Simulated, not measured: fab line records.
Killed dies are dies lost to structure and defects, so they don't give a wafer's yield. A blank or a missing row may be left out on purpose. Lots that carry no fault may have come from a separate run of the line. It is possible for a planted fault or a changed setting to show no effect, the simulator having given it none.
Shared-tool check :: flow n5Finfet :: 23 wafers sampled across 8 lots

THE REASON FOR OPENING IT
On 3 of the 8 lots, a flag is raised at N5_MOL_CONTACT_COAG_INSPECT_42 on the reading rawDefectCount. Fault-free wafers read 192, with a standard deviation of 56.
Rule: a lot gets a flag if all its wafers with a number sit over 4 standard deviations from that mean, or if no wafer of it has a number. The other lots count as sound.

lot: L491
measured: day 7 07:57
on: defectInspect-01
rawDefectCount, wafer by wafer: 163 112 140
flag: 

lot: L492
measured: day 7 17:02
on: defectInspect-02
rawDefectCount, wafer by wafer: 227 205 151
flag: 

lot: L493
measured: day 8 02:33
on: defectInspect-01
rawDefectCount, wafer by wafer: 882 868 828
flag: FLAGGED

lot: L495
measured: day 8 09:08
on: defectInspect-01
rawDefectCount, wafer by wafer: 872 826 880
flag: FLAGGED

lot: L496
measured: day 8 16:44
on: defectInspect-02
rawDefectCount, wafer by wafer: 867 855 835
flag: FLAGGED

lot: L494
measured: day 8 22:25
on: defectInspect-02
rawDefectCount, wafer by wafer: 195 253 120
flag: 

lot: L504
measured: day 10 20:26
on: defectInspect-01
rawDefectCount, wafer by wafer: 202 213 211
flag: 

lot: L505
measured: day 11 07:01
on: defectInspect-01
rawDefectCount, wafer by wafer: 225 286
flag: 
The numbers of the flagged lots are 857 on average: +665 against the usual, or +12 standard deviations.

WHICH TOOL RAN EACH LOT
The record holds 3 process steps before the reading, out of a route of 1938 steps. Read each cell as the tool, then ch plus the chambers that the sampled wafers visited, then the start.
lot: L491
flag: 
N5_MOL_CONTACT_COAG_ETCH_90: rieDiel-02 ch 0,1,2, day 7 06:31
N5_MOL_CONTACT_COAG_ETCHBACK_132: rieDiel-06 ch 1,2,3, day 7 06:46
N5_MOL_CONTACT_COAG_STRIP_119: plasmaAsher-02 ch 0,1, day 7 07:16

lot: L492
flag: 
N5_MOL_CONTACT_COAG_ETCH_90: rieDiel-06 ch 1,2,3, day 7 15:33
N5_MOL_CONTACT_COAG_ETCHBACK_132: rieDiel-03 ch 0,1,2, day 7 15:59
N5_MOL_CONTACT_COAG_STRIP_119: plasmaAsher-02 ch 0,1, day 7 16:20

lot: L493
flag: FLAGGED
N5_MOL_CONTACT_COAG_ETCH_90: rieDiel-03 ch 1,3, day 8 01:21
N5_MOL_CONTACT_COAG_ETCHBACK_132: rieDiel-06 ch 1,2, day 8 01:37
N5_MOL_CONTACT_COAG_STRIP_119: plasmaAsher-02 ch 0,1, day 8 01:58

lot: L495
flag: FLAGGED
N5_MOL_CONTACT_COAG_ETCH_90: rieDiel-06 ch 1,3, day 8 07:50
N5_MOL_CONTACT_COAG_ETCHBACK_132: rieDiel-06 ch 0,2, day 8 08:06
N5_MOL_CONTACT_COAG_STRIP_119: plasmaAsher-02 ch 0,1, day 8 08:27

lot: L496
flag: FLAGGED
N5_MOL_CONTACT_COAG_ETCH_90: rieDiel-03 ch 1,2, day 8 15:16
N5_MOL_CONTACT_COAG_ETCHBACK_132: rieDiel-03 ch 0,2,3, day 8 15:50
N5_MOL_CONTACT_COAG_STRIP_119: plasmaAsher-02 ch 0,1, day 8 16:13

lot: L494
flag: 
N5_MOL_CONTACT_COAG_ETCH_90: rieDiel-03 ch 1,2,3, day 8 20:15
N5_MOL_CONTACT_COAG_ETCHBACK_132: rieDiel-02 ch 1,2,3, day 8 21:31
N5_MOL_CONTACT_COAG_STRIP_119: plasmaAsher-01 ch 0,1, day 8 21:52

lot: L504
flag: 
N5_MOL_CONTACT_COAG_ETCH_90: rieDiel-03 ch 0,1,3, day 10 19:07
N5_MOL_CONTACT_COAG_ETCHBACK_132: rieDiel-03 ch 0,2,3, day 10 19:30
N5_MOL_CONTACT_COAG_STRIP_119: plasmaAsher-02 ch 0,1, day 10 19:51

lot: L505
flag: 
N5_MOL_CONTACT_COAG_ETCH_90: rieDiel-06 ch 0,2, day 11 05:46
N5_MOL_CONTACT_COAG_ETCHBACK_132: rieDiel-02 ch 1,2, day 11 06:07
N5_MOL_CONTACT_COAG_STRIP_119: plasmaAsher-02 ch 0,1, day 11 06:28
What is done by these steps:
- N5_MOL_CONTACT_COAG_ETCH_90: etches SiARC in CF4, target depth 13 nm, time 21.7 s.
- N5_MOL_CONTACT_COAG_ETCHBACK_132: etches SiO2 in CHF3, target depth 10 nm, time 6.7 s.
- N5_MOL_CONTACT_COAG_STRIP_119: strips in N2/H2, time 30 s.
- N5_MOL_CONTACT_COAG_INSPECT_42: inspects for defects (brightfield).

FLAGGED OVER TOTAL, TOOL BY TOOL (the gauges that took the reading come last)
step: N5_MOL_CONTACT_COAG_ETCH_90
tool: rieDiel-02
lots run: 1
flagged: 0
share of the flagged lots: none
sound lots run after its first flagged lot: -

step: N5_MOL_CONTACT_COAG_ETCH_90
tool: rieDiel-03
lots run: 4
flagged: 2
share of the flagged lots: some
sound lots run after its first flagged lot: 2 (L494,L504)

step: N5_MOL_CONTACT_COAG_ETCH_90
tool: rieDiel-06
lots run: 3
flagged: 1
share of the flagged lots: some
sound lots run after its first flagged lot: 1 (L505)

step: N5_MOL_CONTACT_COAG_ETCHBACK_132
tool: rieDiel-02
lots run: 2
flagged: 0
share of the flagged lots: none
sound lots run after its first flagged lot: -

step: N5_MOL_CONTACT_COAG_ETCHBACK_132
tool: rieDiel-03
lots run: 3
flagged: 1
share of the flagged lots: some
sound lots run after its first flagged lot: 1 (L504)

step: N5_MOL_CONTACT_COAG_ETCHBACK_132
tool: rieDiel-06
lots run: 3
flagged: 2
share of the flagged lots: some
sound lots run after its first flagged lot: 0

step: N5_MOL_CONTACT_COAG_STRIP_119
tool: plasmaAsher-01
lots run: 1
flagged: 0
share of the flagged lots: none
sound lots run after its first flagged lot: -

step: N5_MOL_CONTACT_COAG_STRIP_119
tool: plasmaAsher-02
lots run: 7
flagged: 3
share of the flagged lots: all
sound lots run after its first flagged lot: 2 (L504,L505)

step: N5_MOL_CONTACT_COAG_INSPECT_42
tool: defectInspect-01
lots run: 5
flagged: 2
share of the flagged lots: some
sound lots run after its first flagged lot: 2 (L504,L505)

step: N5_MOL_CONTACT_COAG_INSPECT_42
tool: defectInspect-02
lots run: 3
flagged: 1
share of the flagged lots: some
sound lots run after its first flagged lot: 1 (L494)

WHAT IS ALLOWED BY THE TABLE
All flagged lots share 1 row of the table, namely plasmaAsher-02 at N5_MOL_CONTACT_COAG_STRIP_119.
- plasmaAsher-02 at N5_MOL_CONTACT_COAG_STRIP_119 ran 7 lots, 3 of them flagged. Sound lots followed the first flagged one (L504, L505) on it, something a lasting fault affecting the whole tool could not allow.
There is no row in the table that ran each flagged lot and no sound lot after the first.

WHAT THE SIMULATOR HAD INSERTED
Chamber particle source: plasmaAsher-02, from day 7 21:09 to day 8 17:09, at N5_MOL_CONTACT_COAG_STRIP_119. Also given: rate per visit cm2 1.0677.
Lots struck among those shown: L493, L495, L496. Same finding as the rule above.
